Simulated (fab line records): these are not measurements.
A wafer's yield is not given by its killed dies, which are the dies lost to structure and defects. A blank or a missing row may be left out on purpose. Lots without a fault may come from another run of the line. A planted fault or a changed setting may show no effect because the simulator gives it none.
Split-lot study || flow n5 finfet || on a route of 1938 steps: 7 lots, 21 wafers read

== THE SPLIT ==
At N5_BEOL_M14_PEB_26 (peb time 90 s), the setting peb temp c was moved away from the recipe's 130 C on 6 of the 21 wafers read, by -1.8% to +2.8%. This setting was run at the recipe's value on the other wafers.

== FROM THE SPLIT TO THE READING: what the file shows between them, 2 steps ==
- N5_BEOL_M14_DEVELOP_27: develop time 45 s (also split here: develop time s)
- N5_BEOL_M14_HARDBAKE_32: time 120 s

== THE READING ==
cd nm at N5_BEOL_M14_CD_MEAS_28, given in nm (cd target 284.4 nm). Fault-free wafers of this fab line usually give 284.4 nm, standard deviation 2.4 nm.

{"wafer": "L074.3", "tool, chamber at the split": "litho track-03, 0", "peb temp c as run, C": 130, "against the recipe": "recipe", "cd nm, nm": 286.8, "against lot-mates on the recipe": "-"}
{"wafer": "L074.4", "tool, chamber at the split": "litho track-03, 0", "peb temp c as run, C": 130, "against the recipe": "recipe", "cd nm, nm": 287.3, "against lot-mates on the recipe": "-"}
{"wafer": "L074.6", "tool, chamber at the split": "litho track-03, 0", "peb temp c as run, C": 132.7, "against the recipe": "+2.1%", "cd nm, nm": 294.5, "against lot-mates on the recipe": "+7.4"}
{"wafer": "L083.2", "tool, chamber at the split": "litho track-03, 0", "peb temp c as run, C": 130, "against the recipe": "recipe", "cd nm, nm": 284.2, "against lot-mates on the recipe": "-"}
{"wafer": "L083.3", "tool, chamber at the split": "litho track-03, 0", "peb temp c as run, C": 130, "against the recipe": "recipe", "cd nm, nm": 286.4, "against lot-mates on the recipe": "-"}
{"wafer": "L083.6", "tool, chamber at the split": "litho track-03, 0", "peb temp c as run, C": 131.2, "against the recipe": "+0.9%", "cd nm, nm": 288.4, "against lot-mates on the recipe": "+3.1"}
{"wafer": "L084.1", "tool, chamber at the split": "litho track-04, 0", "peb temp c as run, C": 130, "against the recipe": "recipe", "cd nm, nm": 284.2, "against lot-mates on the recipe": "-"}
{"wafer": "L084.2", "tool, chamber at the split": "litho track-04, 0", "peb temp c as run, C": 130, "against the recipe": "recipe", "cd nm, nm": 283.4, "against lot-mates on the recipe": "-"}
{"wafer": "L084.5", "tool, chamber at the split": "litho track-04, 0", "peb temp c as run, C": 130, "against the recipe": "recipe", "cd nm, nm": 284.2, "against lot-mates on the recipe": "-"}
{"wafer": "L085.1", "tool, chamber at the split": "litho track-01, 0", "peb temp c as run, C": 130, "against the recipe": "recipe", "cd nm, nm": 279.8, "against lot-mates on the recipe": "-"}
{"wafer": "L085.2", "tool, chamber at the split": "litho track-01, 0", "peb temp c as run, C": 130, "against the recipe": "recipe", "cd nm, nm": 286.4, "against lot-mates on the recipe": "-"}
{"wafer": "L085.6", "tool, chamber at the split": "litho track-01, 0", "peb temp c as run, C": 130, "against the recipe": "recipe", "cd nm, nm": 283.6, "against lot-mates on the recipe": "-"}
{"wafer": "L089.1", "tool, chamber at the split": "litho track-03, 0", "peb temp c as run, C": 133.6, "against the recipe": "+2.8%", "cd nm, nm": 302.7, "against lot-mates on the recipe": "+18.1"}
{"wafer": "L089.2", "tool, chamber at the split": "litho track-03, 0", "peb temp c as run, C": 130, "against the recipe": "recipe", "cd nm, nm": 283.1, "against lot-mates on the recipe": "-"}
{"wafer": "L089.4", "tool, chamber at the split": "litho track-03, 0", "peb temp c as run, C": 130, "against the recipe": "recipe", "cd nm, nm": 286.2, "against lot-mates on the recipe": "-"}
{"wafer": "L092.2", "tool, chamber at the split": "litho track-01, 0", "peb temp c as run, C": 130, "against the recipe": "recipe", "cd nm, nm": 280.1, "against lot-mates on the recipe": "-"}
{"wafer": "L092.4", "tool, chamber at the split": "litho track-01, 0", "peb temp c as run, C": 130, "against the recipe": "recipe", "cd nm, nm": 282.5, "against lot-mates on the recipe": "-"}
{"wafer": "L092.6", "tool, chamber at the split": "litho track-01, 0", "peb temp c as run, C": 127.7, "against the recipe": "-1.8%", "cd nm, nm": 267.3, "against lot-mates on the recipe": -14.0}
{"wafer": "L096.2", "tool, chamber at the split": "litho track-01, 0", "peb temp c as run, C": 131.4, "against the recipe": "+1.1%", "cd nm, nm": 293.8, "against lot-mates on the recipe": "+5.8"}
{"wafer": "L096.4", "tool, chamber at the split": "litho track-01, 0", "peb temp c as run, C": 131.4, "against the recipe": "+1.1%", "cd nm, nm": 292.7, "against lot-mates on the recipe": "+4.7"}
{"wafer": "L096.5", "tool, chamber at the split": "litho track-01, 0", "peb temp c as run, C": 130, "against the recipe": "recipe", "cd nm, nm": 288.0, "against lot-mates on the recipe": "-"}

THE FIT
A straight line over all 21 wafers: cd nm changes by +6.97 nm for each +1% of peb temp c; r = +0.93; the points scatter about the line by 2.7 nm.
The same after taking each lot's own level away (the mean of its wafers on the recipe; 21 wafers): +5.89 nm for each +1%; r = +0.94; scatter 2 nm.
On that fit, the largest move of peb temp c shifts the reading by 16 nm.
Measured against the standard deviation above, the lots' own levels, which go from 281.30 to 288.00 nm, span 2.8 times it.
So the lot-to-lot level changes the slope: the two fits differ.
Check: for one of the wafers moved furthest among these (+2.8%), held out of the fit, the line's prediction against its lot-mates is +14.1 nm. Against them it came out at +18.1 nm.

== THESE WAFERS: OTHER SPLITS ==
These wafers also went through other splits before the reading. Each is held against what the fit with the lots' levels taken away leaves over:
{"other split on the same wafers": "N5_BEOL_M8_ETCH_62 source w", "wafers away from the commonest value": 6, "r with cd nm (lot level and that fit taken away)": "+0.02"}
{"other split on the same wafers": "N5_BEOL_M9_COAT_60 spin rpm", "wafers away from the commonest value": 8, "r with cd nm (lot level and that fit taken away)": "+0.36"}
{"other split on the same wafers": "N5_BEOL_M9_ETCH_62 time s", "wafers away from the commonest value": 5, "r with cd nm (lot level and that fit taken away)": -0.09}
{"other split on the same wafers": "N5_BEOL_M10_COAT_63 spin rpm", "wafers away from the commonest value": 7, "r with cd nm (lot level and that fit taken away)": "+0.01"}
{"other split on the same wafers": "N5_BEOL_M10_PEB_26 peb time s", "wafers away from the commonest value": 6, "r with cd nm (lot level and that fit taken away)": -0.11}
{"other split on the same wafers": "N5_BEOL_M14_DEVELOP_27 develop time s", "wafers away from the commonest value": 5, "r with cd nm (lot level and that fit taken away)": "+0.17"}

== THE WHOLE CHAIN: every reading that the file lists as answering this split, in the file's order ==
{"step": "N5_BEOL_M14_CD_MEAS_28", "what it does": "target cd 284.4 nm", "reading": "cd nm", "change (the file's fit)": "+5.77 nm for each +1% of the setting", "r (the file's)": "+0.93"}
{"step": "N5_BEOL_M14_DESCUM_33", "what it does": "chemistry O2, time 7.9 s", "reading": "BEOL_M14.cd nm (the simulator's own value, which no gauge read)", "change (the file's fit)": "+5.89 nm for each +1% of the setting", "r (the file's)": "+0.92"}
{"step": "N5_BEOL_M14_ETCH_67", "what it does": "etches SiARC in CF4, target depth 143 nm, time 238.3 s", "reading": "BEOL_M14.cd nm (the simulator's own value, which no gauge read)", "change (the file's fit)": "+6.16 nm for each +1% of the setting", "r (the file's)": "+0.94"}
{"step": "N5_BEOL_M14_ETCH_68", "what it does": "etches SOC in N2/H2, time 450 s", "reading": "BEOL_M14.cd nm (the simulator's own value, which no gauge read)", "change (the file's fit)": "+6.64 nm for each +1% of the setting", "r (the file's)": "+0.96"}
{"step": "N5_BEOL_M14_TRENCH_ETCH_34", "what it does": "etches SiO2 in C4F8/O2/Ar, target depth 556.65 nm, time 126.9 s", "reading": "BEOL_M14.cd nm (the simulator's own value, which no gauge read)", "change (the file's fit)": "+6.5 nm for each +1% of the setting", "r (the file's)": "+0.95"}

== THE FILE'S OWN FIT ==
cd nm changes by +5.77 nm for each +1% of peb temp c, r = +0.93.
